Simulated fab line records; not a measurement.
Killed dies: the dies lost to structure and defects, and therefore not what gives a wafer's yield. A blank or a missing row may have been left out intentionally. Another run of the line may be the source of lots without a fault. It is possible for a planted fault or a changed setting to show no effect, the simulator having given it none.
Which of the tools did it?	flow nand_harc	36 wafers from 12 lots sampled at 4 of the route's 1302 steps

== WHAT EACH GAUGE READ, for each wafer ==
NHARC_P_M2_INSPECT_27.
lot	measured	on	raw_defect_count
L074	day 6 21:32	defect_inspect-02	234 498 335
L077	day 8 04:37	defect_inspect-01	243 152 172
L079	day 8 16:47	defect_inspect-01	378 305 386
L081	day 9 11:02	defect_inspect-02	366 171 249
L083	day 10 02:12	defect_inspect-01	229 313 314
L085	day 10 22:43	defect_inspect-01	308 416 484
L087	day 12 14:12	defect_inspect-02	322 315 226
L089	day 13 01:49	defect_inspect-01	454 228 235
L091	day 14 01:19	defect_inspect-01	507 620 364
L093	day 14 16:14	defect_inspect-02	290 315 165
L095	day 15 07:34	defect_inspect-02	389 318 328
L097	day 15 22:10	defect_inspect-02	639 355 317

== WHAT TOOL EACH LOT RAN ON (gives the tool, then ch and the chambers of the sampled wafers, and finally the start) ==
lot	NHARC_P_M1_PRE_CLEAN_32	NHARC_P_M1_DEP_33	NHARC_P_M2_ETCH_15
L074	pecvd-02 ch 0,2, day 6 17:27	pecvd-02 ch 0,2, day 6 17:35	rie_diel-01 ch 0,2, day 6 21:32 or earlier
L077	pecvd-02 ch 0,2, day 8 00:37	pecvd-02 ch 0,2, day 8 00:44	rie_diel-01 ch 0,1,3, day 8 04:37 or earlier
L079	pecvd-01 ch 0,1,2, day 8 12:44	pecvd-01 ch 0,1,2, day 8 12:50	rie_diel-13 ch 0,2,3, day 8 16:47 or earlier
L081	pecvd-01 ch 0,2, day 9 02:33	pecvd-01 ch 0,2, day 9 02:38	rie_diel-08 ch 1,2,3, day 9 11:02 or earlier
L083	pecvd-01 ch 0,1, day 9 21:51	pecvd-01 ch 0,1, day 9 22:06	rie_diel-08 ch 0,1,2, day 10 02:12 or earlier
L085	pecvd-01 ch 0,1,2, day 10 18:38	pecvd-01 ch 0,1,2, day 10 18:43	rie_diel-08 ch 0,2,3, day 10 22:43 or earlier
L087	pecvd-01 ch 0,1,2, day 12 10:07	pecvd-01 ch 0,1,2, day 12 10:11	rie_diel-01 ch 0,2, day 12 14:12 or earlier
L089	pecvd-01 ch 1,2, day 12 21:42	pecvd-01 ch 1,2, day 12 21:47	rie_diel-13 ch 0,1,3, day 13 01:49 or earlier
L091	pecvd-01 ch 0,2, day 13 20:47	pecvd-01 ch 0,2, day 13 20:55	rie_diel-01 ch 0,1,2, day 14 01:19 or earlier
L093	pecvd-03 ch 0,1, day 14 12:08	pecvd-03 ch 0,1, day 14 12:15	rie_diel-13 ch 0,2,3, day 14 16:14 or earlier
L095	pecvd-01 ch 0,1,2, day 15 03:28	pecvd-01 ch 0,1,2, day 15 03:38	rie_diel-08 ch 0,3, day 15 07:34 or earlier
L097	pecvd-02 ch 0,1,2, day 15 17:54	pecvd-02 ch 0,1,2, day 15 18:01	rie_diel-01 ch 0,2,3, day 15 22:10 or earlier
- NHARC_P_M1_PRE_CLEAN_32: time 12 s.
- NHARC_P_M1_DEP_33: deposits SiCN, target thk 30 nm.
- NHARC_P_M2_ETCH_15: etches the open film in C4F8/Ar, target depth 182.5 nm, time 91.2 s.

== THE ANSWER, worked out from the rows above alone ==
Rule: what is usual is taken from the lots themselves. The widest of any qualifying gaps counts: lots, ordered by their means at a reading, are off when they make up no more than a third of the lots, leave a main group of 4 or more, and stand apart from it by 3 or more times the standard deviation of that group's means. A main group whose means are all the same, to the digits that the tables above print for the reading, isn't used. A lot without any number at a reading at which 4 lots or more have one is off too. All remaining lots with rows at the step are treated as sound.
Across all readings shown, no lot is off: no conclusion can be drawn from this.

== WHAT THE SIMULATOR PUT IN ==
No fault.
